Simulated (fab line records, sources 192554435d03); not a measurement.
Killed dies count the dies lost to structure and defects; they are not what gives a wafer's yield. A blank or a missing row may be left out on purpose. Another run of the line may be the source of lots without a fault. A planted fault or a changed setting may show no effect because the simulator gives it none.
fab line records ; flow n5_finfet
record lots=6; wafers=18; last_day=18
route steps=1938 shown SD_ACTIVATION@332 ILD0@335 SDB@347 BEOL_M4@1111 PASSIVATION@1936
lots that met no fault: taken from a fault-free run of the same line
start_h: start of the lot's first displayed wafer, in hours after the record's first day ; wait_h: hours since the lot's step before ; " as in the row above ; L1.1+2: a single row standing in for several wafers ; - no value, or no start given ; * or withheld: withheld ; < > ~ a bound
route shown NAME@n: NAME is a module with steps in the file, n the number in the route of the first one ; usual: mean/standard deviation of fault-free wafers ; same: alike in all rows ; chamber/n: place in a boat ; sites: per-site readings ; _std_site: their standard deviation ; _edge_site: inner sites' mean taken away from outer sites' mean ; radius_mm: how far each site lies from the wafer's centre ; mask NAME#n: copy n ; behind: the most recent tool/chamber to have shaped the wafer ; hold: cause of the lot's hold/its duration in hours/its outcome ; device: which transistor (n, p or np) failed to switch ; end of line: tests run on the same wafers once the route is complete ; a step given without rows: its recipe and nothing more ; killed: count of dies lost to structure and defects at first sort (not the wafer's yield) ; map: a wafer's dies, marking killed ones x, the rest . and places with no die _
set.NAME: the setting as run; set.NAME@STEP: as run at that earlier step ; model.NAME: the simulator's own value behind a step, which no gauge read
a table for each step, a row for each wafer; lots at some steps of the route
services: when a tool's chamber went out of use (start_h, in hours from the record's first day, below 0 if earlier), for how many hours, and the reason
## steps
# step N5_SD_ACTIVATION_RS_MEAS_03
# recipe thk_meas_gauge=four-point-probe
# usual RS_SD_N=21.99/0.26; RS_SD_P=56.2/0.95
lot.wafer;tool;chamber;start_h;wait_h;RS_SD_N[ohm/sq];RS_SD_P[ohm/sq]
L496.2;film_metro-01;-;64.87;0.2;21.78;58.0
L496.4;film_metro-01;-;64.87;0.2;21.81;56.1
L496.6;film_metro-01;-;64.87;0.2;21.79;58.4
L497.1;film_metro-02;-;70.61;0.2;22.16;57.0
L497.2;film_metro-02;-;70.61;0.2;22.18;57.2
L497.4;film_metro-02;-;70.61;0.2;22.34;55.4
L507.4;film_metro-02;-;131.20;0.1;22.21;55.6
L507.5;film_metro-02;-;131.20;0.1;21.94;55.4
L507.6;film_metro-02;-;131.20;0.1;22.24;56.5
L510.1;film_metro-01;-;149.64;0.2;21.56;56.6
L510.2;film_metro-01;-;149.64;0.2;21.75;57.3
L510.5;film_metro-01;-;149.64;0.2;21.82;55.6
L514.1;film_metro-01;-;171.69;0.2;21.73;56.2
L514.3;film_metro-01;-;171.69;0.2;22.21;55.8
L514.6;film_metro-01;-;171.69;0.2;21.78;54.3
L513.3;film_metro-01;-;172.29;0.2;22.06;56.3
L513.4;film_metro-01;-;172.29;0.2;21.92;56.1
L513.6;film_metro-01;-;172.29;0.2;22.05;56.7
# step N5_SD_ACTIVATION_INSPECT_02
# recipe inspect_instrument=darkfield; mode=post_anneal
# usual raw_defect_count=179/41
lot.wafer;tool;chamber;start_h;wait_h;raw_defect_count
L496.2;defect_inspect-02;-;65.17;0.1;241
L496.4;defect_inspect-02;-;65.17;0.1;287
L496.6;defect_inspect-02;-;65.17;0.1;192
L497.1;defect_inspect-01;-;70.93;0.2;132
L497.2;defect_inspect-01;-;70.93;0.2;117
L497.4;defect_inspect-01;-;70.93;0.2;146
L507.4;defect_inspect-01;-;131.46;0.1;160
L507.5;defect_inspect-01;-;131.46;0.1;163
L507.6;defect_inspect-01;-;131.46;0.1;184
L510.1;defect_inspect-01;-;149.96;0.2;221
L510.2;defect_inspect-01;-;149.96;0.2;131
L510.5;defect_inspect-01;-;149.96;0.2;147
L514.1;defect_inspect-01;-;172.01;0.2;256
L514.3;defect_inspect-01;-;172.01;0.2;271
L514.6;defect_inspect-01;-;172.01;0.2;266
L513.3;defect_inspect-02;-;172.58;0.1;178
L513.4;defect_inspect-02;-;172.58;0.1;181
L513.6;defect_inspect-02;-;172.58;0.1;178
# step N5_ILD0_LINER_00
# recipe material=SiNx; target_thk_a=40; temp_c=400; ald_precursor_family=SiH2I2; ald_co_reactant=N2/H2-plasma; pulse_time_s=1; purge_time_s=2; co_reactant_purge_time_s=2; ald_cycles=80; pressure_torr=2
# usual heater_power_w=861/88; precursor_pulse_height_rel=0.998/0.019; susceptor_temp_C=400.00/0.22
lot.wafer;tool;chamber;start_h;wait_h;heater_power_w;precursor_pulse_height_rel;susceptor_temp_C
L496.2;ald_sin-01;1;65.21;0.0;970;0.998;399.88
L496.4;ald_sin-01;2;65.21;0.0;888;0.992;400.09
L496.6;ald_sin-01;2;65.21;0.0;887;0.982;399.44
L497.1;ald_sin-04;1;71.18;0.2;769;0.987;399.75
L497.2;ald_sin-04;0;71.18;0.2;879;0.994;400.15
L497.4;ald_sin-04;1;71.18;0.2;747;0.977;400.07
L507.4;ald_sin-02;2;131.49;0.0;708;1.017;399.90
L507.5;ald_sin-02;2;131.49;0.0;706;0.998;400.20
L507.6;ald_sin-02;1;131.49;0.0;935;1.033;400.05
L510.1;ald_sin-04;0;150.00;0.0;900;0.988;400.10
L510.2;ald_sin-04;2;150.00;0.0;883;1.053;400.09
L510.5;ald_sin-04;0;150.00;0.0;925;1.000;399.89
L514.1;ald_sin-04;3;172.05;0.0;942;0.995;400.29
L514.3;ald_sin-04;2;172.05;0.0;883;0.986;400.47
L514.6;ald_sin-04;0;172.05;0.0;887;1.013;400.09
L513.3;ald_sin-01;3;172.68;0.1;1012;0.978;399.98
L513.4;ald_sin-01;2;172.68;0.1;894;0.968;400.17
L513.6;ald_sin-01;1;172.68;0.1;999;0.999;400.29
# step N5_ILD0_FCVD_FILL_01
# recipe material=SiO2_flowable; target_thk_a=2000; temp_c=100; pressure_torr=0.8; rf_w=2000; time_s=328.3
# step N5_ILD0_CURE_02
# recipe temp_c=450; time_s=1800; ambient=steam; idle_temp_c=400; ramp_up_c_per_min=5; ramp_down_c_per_min=3; densification_p_h2o_torr=640
# step N5_ILD0_CMP_03
# recipe stop_on=SiNx; t_overpolish_s=1.9; post_cmp_clean=alkaline_brush; down_force_psi=4.1491; platen_rpm=51.796; pad_velocity_m_s=1.0306; target_thk_nm=197.38
# usual head_pressure_psi=4.149/0.0092; motor_current_A=12.9/1.2; overpolish_run_s=1.899/0.0094; time_to_endpoint_s=72/3.2
lot.wafer;tool;chamber;start_h;wait_h;head_pressure_psi;motor_current_A;overpolish_run_s;time_to_endpoint_s
L496.4;cmp-03;3;67.61;0.1;4.141;12.7;1.911;67
L496.2;cmp-03;0;67.61;0.1;4.136;11.6;1.899;71
L496.6;cmp-03;2;67.61;0.1;4.152;10.6;1.896;70
L497.1;cmp-02;0;73.58;0.1;4.158;13.4;1.902;71
L497.4;cmp-02;1;73.58;0.1;4.161;12.5;1.900;74
L497.2;cmp-02;2;73.58;0.1;4.170;12.6;1.921;69
L507.4;cmp-02;3;133.91;0.1;4.143;13.0;1.902;69
L507.6;cmp-02;2;133.91;0.1;4.141;13.5;1.904;67
L507.5;cmp-02;3;133.91;0.1;4.150;12.0;1.896;70
L510.2;cmp-01;1;152.67;0.0;4.162;13.8;1.901;70
L510.1;cmp-01;0;152.67;0.0;4.146;13.2;1.884;68
L510.5;cmp-01;1;152.67;0.0;4.143;13.6;1.894;70
L514.1;cmp-02;3;174.49;0.1;4.155;12.2;1.904;76
L514.3;cmp-02;0;174.49;0.1;4.154;14.4;1.907;74
L514.6;cmp-02;2;174.49;0.1;4.151;13.1;1.916;71
L513.3;cmp-03;0;175.98;0.1;4.163;11.8;1.910;75
L513.4;cmp-03;2;175.98;0.1;4.143;11.3;1.885;75
L513.6;cmp-03;0;175.98;0.1;4.148;12.2;1.911;74
# step N5_ILD0_THK_MEAS_04
# usual thk_nm=197.4/1.1
lot.wafer;tool;chamber;start_h;wait_h;thk_nm
L496.2;film_metro-02;-;67.87;-;197.3
L496.4;film_metro-02;-;67.87;-;195.3
L496.6;film_metro-02;-;67.87;-;198.8
L497.1;film_metro-01;-;73.83;-;194.8
L497.2;film_metro-01;-;73.83;-;195.0
L497.4;film_metro-01;-;73.83;-;194.9
L507.4;film_metro-01;-;134.17;-;198.5
L507.5;film_metro-01;-;134.17;-;197.0
L507.6;film_metro-01;-;134.17;-;196.3
L510.1;film_metro-01;-;152.97;-;195.5
L510.2;film_metro-01;-;152.97;-;197.4
L510.5;film_metro-01;-;152.97;-;197.4
L514.1;film_metro-01;-;174.71;-;198.4
L514.3;film_metro-01;-;174.71;-;197.3
L514.6;film_metro-01;-;174.71;-;196.8
L513.3;film_metro-01;-;176.24;-;197.7
L513.4;film_metro-01;-;176.24;-;199.3
L513.6;film_metro-01;-;176.24;-;199.0
# step N5_ILD0_CMP_07
# recipe stop_on=poly-Si; material=SiO2_flowable; t_overpolish_s=1.18; post_cmp_clean=alkaline_brush; down_force_psi=4.1491; platen_rpm=51.796; pad_velocity_m_s=1.0306; target_thk_nm=138.88
# usual head_pressure_psi=4.150/0.0095; motor_current_A=12.7/1.3
lot.wafer;tool;chamber;start_h;wait_h;head_pressure_psi;motor_current_A
L496.4;cmp-01;2;67.93;0.1;4.141;11.3
L496.2;cmp-01;3;67.93;0.1;4.128;12.8
L496.6;cmp-01;2;67.93;0.1;4.119;11.5
L497.1;cmp-01;3;73.86;0.0;4.168;12.6
L497.4;cmp-01;0;73.86;0.0;4.159;12.7
L497.2;cmp-01;1;73.86;0.0;4.155;14.8
L507.4;cmp-03;2;134.23;0.1;4.155;10.3
L507.5;cmp-03;1;134.23;0.1;4.162;14.5
L507.6;cmp-03;2;134.23;0.1;4.156;11.2
L510.1;cmp-01;3;153.04;0.1;4.146;12.0
L510.2;cmp-01;1;153.04;0.1;4.149;13.9
L510.5;cmp-01;3;153.04;0.1;4.140;12.8
L514.3;cmp-03;1;174.74;0.0;4.172;15.4
L514.1;cmp-03;3;174.74;0.0;4.150;12.7
L514.6;cmp-03;1;174.74;0.0;4.169;15.4
L513.4;cmp-02;2;176.26;0.0;4.144;13.4
L513.3;cmp-02;1;176.26;0.0;4.154;12.7
L513.6;cmp-02;2;176.26;0.0;4.144;12.8
# step N5_ILD0_THK_MEAS_08
# usual thk_nm=138.9/1.1
lot.wafer;tool;chamber;start_h;wait_h;thk_nm
L496.2;film_metro-01;-;68.19;-;137.4
L496.4;film_metro-01;-;68.19;-;139.4
L496.6;film_metro-01;-;68.19;-;138.6
L497.1;film_metro-01;-;74.16;-;137.5
L497.2;film_metro-01;-;74.16;-;137.3
L497.4;film_metro-01;-;74.16;-;137.2
L507.4;film_metro-02;-;134.49;-;139.9
L507.5;film_metro-02;-;134.49;-;139.0
L507.6;film_metro-02;-;134.49;-;140.5
L510.1;film_metro-01;-;153.29;-;137.1
L510.2;film_metro-01;-;153.29;-;137.6
L510.5;film_metro-01;-;153.29;-;139.2
L514.1;film_metro-01;-;175.03;-;138.8
L514.3;film_metro-01;-;175.03;-;141.7
L514.6;film_metro-01;-;175.03;-;140.5
L513.3;film_metro-01;-;176.56;-;140.0
L513.4;film_metro-01;-;176.56;-;137.8
L513.6;film_metro-01;-;176.56;-;138.8
# step N5_ILD0_PRECLEAN_10
# recipe chemistry=NF3:NH3; afs_cycles=5; time_s=20; temp_c=30; sublimation_temp_c=180; sublimation_time_s=60; pressure_torr=3; rf_power_w=30
# step N5_ILD0_ALD_15
# recipe material=SiNx; target_thk_a=240; temp_c=400; ald_precursor_family=SiH2I2; ald_co_reactant=N2/H2-plasma; pulse_time_s=1; ald_cycles=480; purge_time_s=2; co_reactant_purge_time_s=2; pressure_torr=2
# usual heater_power_w=863/90; precursor_pulse_height_rel=1.002/0.02; susceptor_temp_C=400.01/0.23
lot.wafer;tool;chamber;start_h;wait_h;heater_power_w;precursor_pulse_height_rel;susceptor_temp_C
L496.2;ald_sin-04;1;68.91;0.5;793;0.987;400.10
L496.4;ald_sin-04;1;69.99;1.3;767;1.033;400.39
L496.6;ald_sin-04;2;69.99;1.3;870;1.021;400.23
L497.1;ald_sin-01;2;74.88;0.6;918;1.004;400.05
L497.2;ald_sin-01;0;74.88;0.6;774;1.015;400.21
L497.4;ald_sin-01;0;75.96;1.3;769;1.007;399.77
L507.4;ald_sin-01;0;135.24;0.3;780;1.001;400.11
L507.5;ald_sin-01;1;136.33;1.3;973;1.013;399.87
L507.6;ald_sin-01;2;136.33;1.3;899;0.961;400.25
L510.1;ald_sin-04;0;154.01;0.6;882;0.989;400.33
L510.2;ald_sin-04;2;154.01;0.6;900;0.975;399.64
L510.5;ald_sin-04;1;155.10;1.2;776;1.012;400.19
L514.1;ald_sin-04;3;175.75;0.6;922;1.016;399.74
L514.3;ald_sin-04;0;175.75;0.6;895;0.983;400.11
L514.6;ald_sin-04;2;176.83;1.1;876;0.992;400.44
L513.3;ald_sin-02;2;177.28;0.4;710;1.027;399.79
L513.4;ald_sin-02;0;177.28;0.4;814;0.985;399.77
L513.6;ald_sin-02;0;178.36;1.1;825;0.999;399.84
# step N5_ILD0_CMP_12
# recipe stop_on=poly-Si; material=SiNx; t_overpolish_s=6; post_cmp_clean=alkaline_brush; down_force_psi=2.5; platen_rpm=51.8; pad_velocity_m_s=1.0307; target_thk_nm=17.67
# usual head_pressure_psi=2.500/0.005; motor_current_A=9.4/0.9; overpolish_run_s=6.001/0.0089; time_to_endpoint_s=28.2/2.6
lot.wafer;tool;chamber;start_h;wait_h;head_pressure_psi;motor_current_A;overpolish_run_s;time_to_endpoint_s
L496.2;cmp-02;2;71.15;1.2;2.503;10.0;6.011;24.6
L496.4;cmp-02;0;71.15;1.2;2.507;10.5;5.997;26.5
L496.6;cmp-02;1;71.15;1.2;2.495;8.4;6.009;24.9
L497.1;cmp-02;1;77.08;1.1;2.502;9.5;5.999;24.6
L497.2;cmp-02;2;77.08;1.1;2.507;9.7;5.988;26.0
L497.4;cmp-02;3;77.08;1.1;2.498;9.3;5.992;28.9
L507.4;cmp-02;1;137.44;1.1;2.504;9.1;5.990;28.9
L507.5;cmp-02;1;137.44;1.1;2.507;9.2;5.997;29.2
L507.6;cmp-02;2;137.44;1.1;2.504;9.7;6.007;27.8
L510.2;cmp-02;1;156.21;1.1;2.502;8.6;6.014;26.0
L510.1;cmp-02;2;156.21;1.1;2.499;10.1;6.010;24.8
L510.5;cmp-02;1;156.21;1.1;2.505;9.4;6.022;28.5
L514.1;cmp-03;3;177.95;1.1;2.509;9.7;6.009;29.3
L514.3;cmp-03;0;177.95;1.1;2.502;8.6;6.008;34.9
L514.6;cmp-03;0;177.95;1.1;2.494;9.1;6.003;30.3
L513.3;cmp-01;3;179.55;1.2;2.499;9.3;6.000;23.8
L513.4;cmp-01;0;179.55;1.2;2.500;9.2;6.009;27.2
L513.6;cmp-01;1;179.55;1.2;2.501;10.1;6.010;27.5
# step N5_ILD0_THK_MEAS_13
# usual thk_nm=17.5/1.1
lot.wafer;tool;chamber;start_h;wait_h;thk_nm
L496.2;film_metro-02;-;71.40;-;16.7
L496.4;film_metro-02;-;71.40;-;17.2
L496.6;film_metro-02;-;71.40;-;17.9
L497.1;film_metro-02;-;77.37;-;18.1
L497.2;film_metro-02;-;77.37;-;17.0
L497.4;film_metro-02;-;77.37;-;18.3
L507.4;film_metro-01;-;137.74;-;17.6
L507.5;film_metro-01;-;137.74;-;17.2
L507.6;film_metro-01;-;137.74;-;17.2
L510.1;film_metro-02;-;156.51;-;17.8
L510.2;film_metro-02;-;156.51;-;17.8
L510.5;film_metro-02;-;156.51;-;18.1
L514.1;film_metro-02;-;178.24;-;17.1
L514.3;film_metro-02;-;178.24;-;18.5
L514.6;film_metro-02;-;178.24;-;18.8
L513.3;film_metro-02;-;179.77;-;17.6
L513.4;film_metro-02;-;179.77;-;16.0
L513.6;film_metro-02;-;179.77;-;17.4
# step N5_ILD0_INSPECT_06
# recipe inspect_instrument=darkfield; mode=post_cmp
# usual raw_defect_count=40/19
lot.wafer;tool;chamber;start_h;wait_h;raw_defect_count
L496.2;defect_inspect-01;-;71.43;0.0;21
L496.4;defect_inspect-01;-;71.43;0.0;31
L496.6;defect_inspect-01;-;71.43;0.0;20
L497.1;defect_inspect-01;-;77.40;0.0;36
L497.2;defect_inspect-01;-;77.40;0.0;33
L497.4;defect_inspect-01;-;77.40;0.0;22
L507.4;defect_inspect-01;-;137.77;0.0;433
L507.5;defect_inspect-01;-;137.77;0.0;413
L507.6;defect_inspect-01;-;137.77;0.0;403
L510.1;defect_inspect-02;-;156.53;0.0;437
L510.2;defect_inspect-02;-;156.53;0.0;427
L510.5;defect_inspect-02;-;156.53;0.0;442
L514.1;defect_inspect-01;-;178.27;0.0;31
L514.3;defect_inspect-01;-;178.27;0.0;38
L514.6;defect_inspect-01;-;178.27;0.0;28
L513.3;defect_inspect-01;-;179.80;0.0;45
L513.4;defect_inspect-01;-;179.80;0.0;24
L513.6;defect_inspect-01;-;179.80;0.0;39
# step N5_SDB_HM_DEP_00
# recipe material=SiNx; target_thk_a=400; temp_c=400; precursor=SiH4/NH3/N2; pressure_torr=1.5; rf_w=300; time_s=35.3
# usual heater_power_w=791/78; showerhead_plenum_p_Torr=5.15/0.062; susceptor_temp_C=399.97/0.21; throttle_valve_pct=39.4/2.2
lot.wafer;tool;chamber;start_h;wait_h;heater_power_w;showerhead_plenum_p_Torr;susceptor_temp_C;throttle_valve_pct
L496.2;pecvd-01;0;71.47;0.0;764;5.20;400.08;39.1
L496.4;pecvd-01;1;71.47;0.0;945;5.13;400.08;42.3
L496.6;pecvd-01;0;71.47;0.0;765;5.18;400.17;39.1
L497.1;pecvd-01;1;77.44;0.0;893;5.13;399.90;42.1
L497.2;pecvd-01;2;77.44;0.0;799;5.16;399.48;36.7
L497.4;pecvd-01;0;77.44;0.0;669;5.20;400.06;39.1
L507.4;pecvd-01;1;137.83;0.1;893;5.13;399.81;41.9
L507.5;pecvd-01;2;137.83;0.1;802;5.13;400.06;36.7
L507.6;pecvd-01;0;137.83;0.1;751;5.18;399.68;39.0
L510.1;pecvd-01;2;156.57;0.0;794;5.15;399.96;36.8
L510.2;pecvd-01;1;156.57;0.0;887;5.15;399.55;42.0
L510.5;pecvd-01;0;156.57;0.0;653;5.19;400.04;39.3
L514.1;pecvd-01;0;178.31;0.0;739;5.18;400.06;39.1
L514.3;pecvd-01;1;178.31;0.0;937;5.12;400.05;42.4
L514.6;pecvd-01;2;178.31;0.0;798;5.15;400.15;36.5
L513.3;pecvd-03;0;179.83;0.0;853;5.20;399.84;38.5
L513.4;pecvd-03;0;179.83;0.0;823;5.21;400.08;38.2
L513.6;pecvd-03;2;179.83;0.0;802;5.15;400.02;42.9
# step N5_BEOL_M4_RC_MEAS_101
# usual DIBL_N=36.0/2; DIBL_P=36.2/2.2; IOFF_N=0.16/0.034; IOFF_P=0.21/0.04; ION_N=675/12; ION_P=463/7.2; SS_N=71.6/0.6; SS_P=73.3/0.67; VT_N=250/3; VT_P=-251/3.4
lot.wafer;tool;chamber;start_h;wait_h;DIBL_N[mV/V];DIBL_P[mV/V];IOFF_N[nA/um];IOFF_P[nA/um];ION_N[uA/um];ION_P[uA/um];SS_N[mV/dec];SS_P[mV/dec];VT_N[mV];VT_P[mV]
L496.2;prober-01;0;178.76;0.2;34.6;34.8;0.15;0.20;684;464;70.9;73.5;251;-249
L496.4;prober-01;0;178.76;0.2;35.3;35.7;0.15;0.21;678;462;71.7;73.5;252;-247
L496.6;prober-01;0;178.76;0.2;35.3;36.3;0.16;0.21;678;464;71.3;73.9;251;-250
L497.1;prober-02;0;188.48;0.0;37.3;39.8;0.17;0.23;673;459;72.2;74.6;248;-251
L497.2;prober-02;0;188.48;0.0;32.4;33.9;0.11;0.15;654;451;70.4;72.4;255;-255
L497.4;prober-02;0;188.48;0.0;35.2;36.3;0.13;0.17;666;455;71.1;73.4;255;-253
L507.4;prober-01;0;245.66;0.5;35.2;37.1;0.16;0.24;673;468;70.8;73.5;250;-244
L507.5;prober-01;0;245.66;0.5;35.5;36.8;0.16;0.23;680;465;70.9;73.3;250;-249
L507.6;prober-01;0;245.66;0.5;35.8;38.0;0.17;0.25;685;474;71.6;73.7;249;-249
L510.1;prober-01;0;267.96;0.0;36.1;36.0;0.18;0.25;689;479;71.2;72.8;247;-245
L510.2;prober-01;0;267.96;0.0;38.2;38.0;0.21;0.28;687;474;72.2;73.9;244;-247
L510.5;prober-01;0;267.96;0.0;37.3;36.0;0.19;0.26;684;476;71.7;73.3;250;-246
L514.1;prober-02;0;275.12;0.0;36.4;37.5;0.16;0.25;663;456;72.0;73.2;252;-248
L514.3;prober-02;0;275.12;0.0;34.7;35.6;0.16;0.24;686;474;70.8;73.3;248;-246
L514.6;prober-02;0;275.12;0.0;34.4;34.8;0.14;0.22;673;468;71.6;73.2;252;-248
L513.3;prober-01;0;312.86;1.0;36.8;36.8;0.18;0.24;684;467;71.7;73.1;250;-249
L513.4;prober-01;0;312.86;1.0;35.8;35.7;0.16;0.22;675;464;71.6;73.1;250;-250
L513.6;prober-01;0;312.86;1.0;35.8;35.8;0.15;0.21;674;463;72.2;73.4;252;-250
# step N5_PASSIVATION_PROBE_49
# usual defect_limited_yield=91.5/1.5; killed_at_M0_to_M3=33/10; killed_at_M4_up=15/6.4; killed_at_contacts=12/5.4; killed_at_front_end=38/9.8; killed_at_other=4/3.1; killed_dies=101/18; killed_on_rim=13/3.9; killed_open=67/14; killed_short=33/7.9; sort_bin_5_function=5.0/1; sort_bin_6_memory=3.2/0.67; sort_n_pass=1079/18; sort_yield_pct=91.5/1.5
# same gross_dies=1180; killed_at_back_side=0; sort_bin_4_leakage[%]=0; sort_bin_8_speed[%]=0
lot.wafer;tool;chamber;start_h;wait_h;defect_limited_yield[%];killed_at_M0_to_M3;killed_at_M4_up;killed_at_contacts;killed_at_front_end;killed_at_other;killed_dies;killed_on_rim;killed_open;killed_short;sort_bin_5_function[%];sort_bin_6_memory[%];sort_n_pass;sort_yield_pct[%]
L507.4;prober-01;-;390.45;0.2;65.6;14;10;14;367;1;406;51;50;20;20.8;11.6;774;65.6
L507.5;prober-01;-;390.50;0.2;67.8;21;14;11;333;1;380;47;46;28;19.6;10.8;800;67.8
L507.6;prober-01;-;390.55;0.3;67.3;37;13;12;320;4;386;60;69;26;20.5;10.6;794;67.3
L510.1;prober-01;-;397.43;0.0;67.3;22;16;3;341;4;386;45;48;28;20.4;10.8;794;67.3
L510.2;prober-01;-;397.48;0.1;68.4;22;18;1;329;3;373;41;47;19;18.0;12.4;807;68.4
L510.5;prober-01;-;397.63;0.2;69.6;18;11;6;317;7;359;46;41;23;19.0;9.2;821;69.6
# killed by level:class
L507.4 ILD0:unspecified=336 MOL_CONTACT_COAG:geometric_particle:open=11 STI_FIN_REVEAL:geometric_particle:open=8 FIN_SAQP:geometric_particle:short=7 BEOL_M0_SAQP:geometric_particle:open=7 FIN_SAQP:geometric_particle:open=5 DUMMY_GATE:geometric_particle:open=4 BEOL_M4:geometric_particle:open=4
L507.5 ILD0:unspecified=305 MOL_CONTACT_COAG:geometric_particle:open=8 FIN_SAQP:geometric_particle:short=5 STI_FIN_REVEAL:geometric_particle:open=5 FIN_SAQP:geometric_particle:open=4 BEOL_M0_SAQP:geometric_particle:short=4 BEOL_M1:geometric_particle:open=4 BEOL_M3:geometric_particle:open=4
L507.6 ILD0:unspecified=291 BEOL_M0_SAQP:geometric_particle:open=13 MOL_CONTACT_COAG:geometric_particle:open=12 BEOL_M3:geometric_particle:open=7 BEOL_M0_SAQP:geometric_particle:short=6 ILD0:geometric_particle:open=5 BEOL_M5:geometric_particle:open=5 STI_FIN_REVEAL:geometric_particle:open=4
L510.1 ILD0:unspecified=310 BEOL_M0_SAQP:geometric_particle:short=9 FIN_SAQP:geometric_particle:open=8 BEOL_M5:geometric_particle:open=7 BEOL_M2:geometric_particle:open=6 FIN_SAQP:geometric_particle:short=5 STI_FIN_REVEAL:geometric_particle:open=5 BEOL_M1:geometric_particle:open=3
L510.2 ILD0:unspecified=307 BEOL_M4:geometric_particle:open=10 BEOL_M0_SAQP:geometric_particle:open=8 FIN_SAQP:geometric_particle:short=5 STI_FIN_REVEAL:geometric_particle:open=5 BEOL_M3:geometric_particle:open=5 BEOL_M0_SAQP:geometric_particle:short=4 FIN_SAQP:geometric_particle:open=3
L510.5 ILD0:unspecified=294 MOL_CONTACT_COAG:geometric_particle:open=6 MIM_TOP_ETCH:geometric_particle:open=4 BEOL_M0_SAQP:geometric_particle:short=4 STARTING-WAFER:geometric_particle:short=4 GATE_CUT:geometric_particle:short=3 BEOL_M0_SAQP:geometric_particle:open=3 BEOL_M1:geometric_particle:open=3
# map L507.4 (x killed, . not)
_________________....x.x.x...________________
______________.xx.....x.......x._____________
___________.x..........x.xx.xx.....__________
__________.x..xxx......xxxxx.xx..xx._________
________...x.x.....x....x..x..x..xx..x_______
_______...xx.x..x.x.x..x........x.....x______
______...xx....x.x......x.xx...........x_____
_____.x...xxx....xxxx.xx.x..x.x.......x..____
____...xxx......x.x....xxxx..x.x.....x.x.x___
___.xx.xx.....xx...x......x....x.x....x.x..__
___.....x.x......x....x....xxxx........x.xx__
__x.x.xxx.x.xxxx...xx....xx..xx.xx..x.....xx_
__.x...x.xx..x.x....x...x..x..x..x.x.x.x..x._
_x...x.xx.x......x.x...x.x..x..x.x.x....xx...
_.xx.x....xx.x..xxx.x.......x.x..x.xxx..x....
_xx..x..xxxx.x..x..x........x.x.xxx..x.x.xx..
_.xxxx.x..x........xx.x.....x......x.....x..x
_.......x..x..xxx..x.x.....x..x.x.xx..xxx....
_.x.x.x....x.x.......x..x....x.xx..x...x....x
_x..x........xx...x.xx..x.x.xxx.x.x..x.......
_.x..x..x.xx...............xx.x....x...xxxxx.
__.x..x.x..xx....x.x.x....x...x...x.....xxx._
__xx.xx.....x.........x..xxx....x..x.x....xx_
___..x........xxx.x.x.xxxxxx.....xx.xx.....__
___x.xxxx..x...xx.x.x.x..x....xx...x.x.x.x.__
____x.xx..x..x.x..xxx....xxx.x..x....x....___
_____.......x.x..x.x.x..x.xx.xx....x...x.____
______...x.....xx..xx..x..x..x....xx.x.._____
_______xx.......x..xxxx.x.....x..x..xx.______
________.xx..x..x.....x..x.x..x......x_______
__________x.x..xx.....x.x.x...x....._________
___________....x.....x.x.xx.....x.x__________
______________..x...x...x......._____________
_________________xxxxx....x.x________________
# map L510.1 (x killed, . not)
_________________.xx..xxx.x..________________
______________x.x.x..xxx...x...._____________
___________...x..x....x.xx.x...x..x__________
__________..x......xxx..x....xxx.x.x_________
________...x.xx..xxx.....x.xx.x..x...._______
_______...xx....x.xxxx.x.x.x.x.x.....xx______
______..x..xx..x...x.....xxxxxxx....x..._____
_____.......xxx.x...........x........xx..____
____.xx.x.xx.xx......x....xxxxxx..x.......___
___...x.............x.....xxx.......x..x...__
___xx...xx......xx.x.x..........xxx.x.xxxx.__
__..x...x......xx..x.xx....x..x...xxx.x.x.x._
__.x...x.x......x.....xx..x..x.....x.xx....._
_..xx.....x.x.....x...x..x..xx.x..xx...x...x.
_......x...x..xx...x.x...xx..x.xxx....xx..xx.
_..x..x.......x....x......xx.xxx..x......xx..
_....x...xx.x.....x..........x..x.x......x...
_xx..xx.........x..x.x..xxx.xx..x....xx......
_..x..xxx..x.x.xxx...xx....x.xx...x..x.x...xx
_..x.x..x..x......x...xx.x..xx...xx.....x..xx
_..x.xx.x...x..x..xxxx.....xx.x...xx........x
__...xxxx..x....x....x.x..x...x.x..xxxx.x..x_
__....x.x.x....x...x...x.....x.x.x.....x..xx_
___x.x....x..x...x.....x.x.x..x.......xxx..__
___xx..x.xx.........x...x..x..x....x.......__
____.........x.....xx.x...xxxxx..x....xx..___
_____.x......x.xxx...xx...xx..x.xx.x.....____
______...xx......x...xxxx...x....xxx..x._____
_______...x..........x....xxx.x...x....______
________x........x.xx..xx.xxx.....x..x_______
__________....x.....x.xx........x..._________
___________xx......xx..x..........x__________
______________xx.x.....x..xxx..._____________
_________________.x.x...xxx.x________________
## services
tool;chamber;start_h;hours;kind
pecvd-03;-;43.67;0.9;repair
cmp-01;-;44.00;-;consumable_replace:conditioner
cmp-01;-;44.00;-;consumable_replace:pad
pecvd-01;-;51.57;2.8;pm
ald_sin-04;3;67.01;5.7;repair
ald_sin-01;3;71.05;3.9;repair
cmp-02;-;84.64;9.4;pm
ald_sin-02;-;86.02;14.0;pm
ald_sin-02;0;86.02;14.0;vent_cycle
cmp-02;-;105.81;4.1;pm
ald_sin-01;-;107.66;6.1;pm
pecvd-01;-;110.41;6.0;pm
cmp-02;-;117.55;6.2;pm
cmp-03;-;120.08;4.0;pm
cmp-03;-;124.08;-;consumable_replace:conditioner
cmp-03;-;124.08;-;consumable_replace:pad
pecvd-01;0;124.34;8.1;repair
ald_sin-04;0;136.29;5.6;repair
cmp-03;-;141.99;5.0;pm
ald_sin-04;-;177.92;14.0;pm
ald_sin-04;0;177.92;14.0;vent_cycle
ald_sin-04;1;177.92;14.0;vent_cycle
ald_sin-04;2;177.92;14.0;vent_cycle
ald_sin-04;3;177.92;14.0;vent_cycle
## key
first_sign step=N5_ILD0_INSPECT_06; reading=raw_defect_count; direction=up; sigmas=21; usual=40; struck=426
effect step=N5_PASSIVATION_PROBE_49; reading=killed_at_front_end; direction=up; sigmas=30; usual=38; struck=334
more_kills_born_at N5_ILD0_CMP_12@cmp-02=1843
met_at N5_ILD0_CMP_12
struck_wafers L507.4,L507.5,L507.6,L510.1,L510.2,L510.5
onset_between 77.08 137.44
fault kind=chamber_particle_source; tool=cmp-02; chamber=-; onset_h=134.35; steps=N5_ILD0_CMP_12; rate_per_visit_cm2=0.58845; end_h=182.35
